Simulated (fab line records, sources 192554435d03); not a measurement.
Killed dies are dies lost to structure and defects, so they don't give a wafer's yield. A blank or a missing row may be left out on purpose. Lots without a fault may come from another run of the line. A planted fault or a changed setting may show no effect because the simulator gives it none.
One fault seen from 2 desks | flow n5_finfet | each desk has only its own numbers; what lay behind them comes last

THE METROLOGY DESK
What the gauges read, lot by lot, whatever tool the lot ran on: means of the sampled wafers that have a number. A lot is out of limits, marked OUT, if its mean lies more than 4 standard deviations from the usual mean; the brackets give that distance. Of its 10 readings 7 are shown: those that lie furthest out on some lot.
Columns: A = DIBL_N at N5_BEOL_M4_RC_MEAS_101, usual 36.0 mV/V; B = DIBL_P at N5_BEOL_M4_RC_MEAS_101, usual 36.2 mV/V; C = IOFF_N at N5_BEOL_M4_RC_MEAS_101, usual 0.16 nA/um; D = IOFF_P at N5_BEOL_M4_RC_MEAS_101, usual 0.21 nA/um; E = ION_N at N5_BEOL_M4_RC_MEAS_101, usual 672 uA/um; F = SS_N at N5_BEOL_M4_RC_MEAS_101, usual 71.4 mV/dec; G = VT_N at N5_BEOL_M4_RC_MEAS_101, usual 250 mV
lot  | first seen here | A    | B    | C    | D    | E   | F    | G
L343 | day 9 10:32     | 38.9 | 37.5 | 0.20 | 0.23 | 675 | 72.2 | 248
L342 | day 9 15:42     | 32.6 | 33.6 | 0.12 | 0.17 | 672 | 70.6 | 253
L344 | day 9 15:58     | 35.6 | 35.1 | 0.12 | 0.19 | 665 | 71.0 | 254
L349 | day 11 00:42    | 38.2 | 38.9 | 0.20 | 0.23 | 678 | 71.9 | 247
L356 | day 13 11:36    | 35.4 | 36.3 | 0.15 | 0.21 | 673 | 71.3 | 250
L358 | day 13 14:39    | 33.5 | 32.0 | 0.10 | 0.16 | 652 | 70.3 | 256
L357 | day 13 15:56    | 34.5 | 34.6 | 0.14 | 0.17 | 664 | 71.8 | 252
L361 | day 14 04:13    | 37.3 | 37.1 | 0.18 | 0.20 | 687 | 71.8 | 249
L363 | day 15 02:20    | 36.5 | 38.5 | 0.19 | 0.22 | 689 | 71.9 | 248
This desk's finding: nothing out of limits on any of the 9 lots.

THE TOOL OWNER'S DESK: ald_sin-03
The tool's own readings at N5_BEOL_M1_ALD_98 (deposits SiO2, target thk 2.5 nm, pulse time 1 s, co reactant pulse time 1 s): means of the sampled wafers that have a number, for each lot that ran on this tool. A lot is out of limits, marked OUT, if its mean lies more than 4 standard deviations from the usual mean; the brackets give that distance.
Columns: A = chamber_pressure_Torr at N5_BEOL_M1_ALD_98, usual 2.001 Torr; B = heater_power_w at N5_BEOL_M1_ALD_98, usual 80 W; C = precursor_pulse_height_rel at N5_BEOL_M1_ALD_98, usual 1.002; D = susceptor_temp_C at N5_BEOL_M1_ALD_98, usual 100.00 C
lot  | first seen here | A     | B  | C     | D
L343 | day 6 15:53     | 2.005 | 82 | 0.980 | 99.81
L344 | day 6 16:30     | 2.004 | 75 | 0.994 | 100.09
L349 | day 8 02:08     | 1.999 | 81 | 1.007 | 100.81 (+6.8) OUT
This desk's finding: out of limits on L349; first on L349, day 8 02:08 (susceptor_temp_C at N5_BEOL_M1_ALD_98). In limits: L343, L344.

PUT TOGETHER
The tool owner's desk could have raised an alarm at day 8 02:08, on L349.
The metrology desk saw nothing out of limits.
The metrology desk has L349 on record, within its limits.
Of the lots named, all ran N5_BEOL_M1_ALD_98 on ald_sin-03.

WHAT THE SIMULATOR HAD PUT IN
Process parameter drift: ald_sin-03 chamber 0, from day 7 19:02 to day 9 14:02, at N5_BEOL_M1_ALD_98. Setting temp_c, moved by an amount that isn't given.
Lots struck among those shown: L349.
Hours from the fault's start to each desk's first reading out of limits: the tool owner's desk, 7.
